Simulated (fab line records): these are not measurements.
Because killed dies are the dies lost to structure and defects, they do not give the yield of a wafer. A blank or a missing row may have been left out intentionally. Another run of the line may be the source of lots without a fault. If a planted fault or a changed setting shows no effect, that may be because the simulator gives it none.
Chamber matching ; flow n5 finfet ; N5_FIN_SAQP_ETCH_64 on rie si-05 has 4 sister chambers
The step etches SiO2 in CF4, target depth 1.5 nm. 14 wafers are shown with their chamber, then 7 later ones without.

== WAFERS WITH THEIR CHAMBER ==
wafer;chamber;drypump motor current A (A);throttle valve pct (%);oes product au (a.u.)
L076.2;1;5.2;21.63;1.039
L076.3;2;5.4;21.89;1.036
L076.5;0;5.7;21.47;0.984
L083.1;0;5.7;21.65;0.980
L083.2;2;5.4;21.90;1.015
L083.4;3;6.4;22.30;1.006
L085.1;0;5.7;21.66;0.993
L085.3;3;6.4;22.31;1.017
L085.4;2;5.3;21.88;1.021
L086.2;3;6.4;22.30;1.014
L086.4;0;5.7;21.67;0.979
L086.6;2;5.4;21.87;1.017
L089.3;2;5.3;21.89;1.024
L089.4;1;5.2;21.65;1.034

SIGNATURES (means of the wafers above)
reading;chamber 0;chamber 1;chamber 2;chamber 3;scatter within a chamber
drypump motor current A;5.700;5.200;5.360;6.400;0.0346
throttle valve pct;21.6125;21.6400;21.8860;22.3033;0.053
oes product au;0.98400;1.03650;1.02260;1.01233;0.00687
Rule: for a wafer and a chamber, the distance is found by dividing, reading by reading, the gap between the wafer's reading and the chamber's mean by the reading's scatter, squaring, summing and taking the root. If the next closest chamber is less than 2 further off than the closest, the wafer can't be placed; otherwise it belongs to the closest. The scatter: take each reading less its chamber's mean, square it, sum over the shown wafers, divide by the number of wafers less the number of chambers, and take the root.

== WAFERS WHOSE CHAMBER IS MISSING ==
wafer;drypump motor current A (A);throttle valve pct (%);oes product au (a.u.)
L089.6;6.4;22.31;1.014
L095.4;5.7;21.66;0.981
L095.5;5.2;21.65;1.038
L095.6;6.4;22.31;1.017
L097.1;5.2;21.64;1.048
L097.4;5.3;21.80;1.008
L097.5;5.2;21.65;1.049

== WHICH CHAMBER EACH WENT THROUGH ==
wafer;from the rows above;in truth
L089.6;3;3
L095.4;0;0
L095.5;1;1
L095.6;3;3
L097.1;1;1
L097.4;2;2
L097.5;1;1
Correctly placed: 7 of 7. Left unplaced by these rows: 0. 0 placed wrongly.
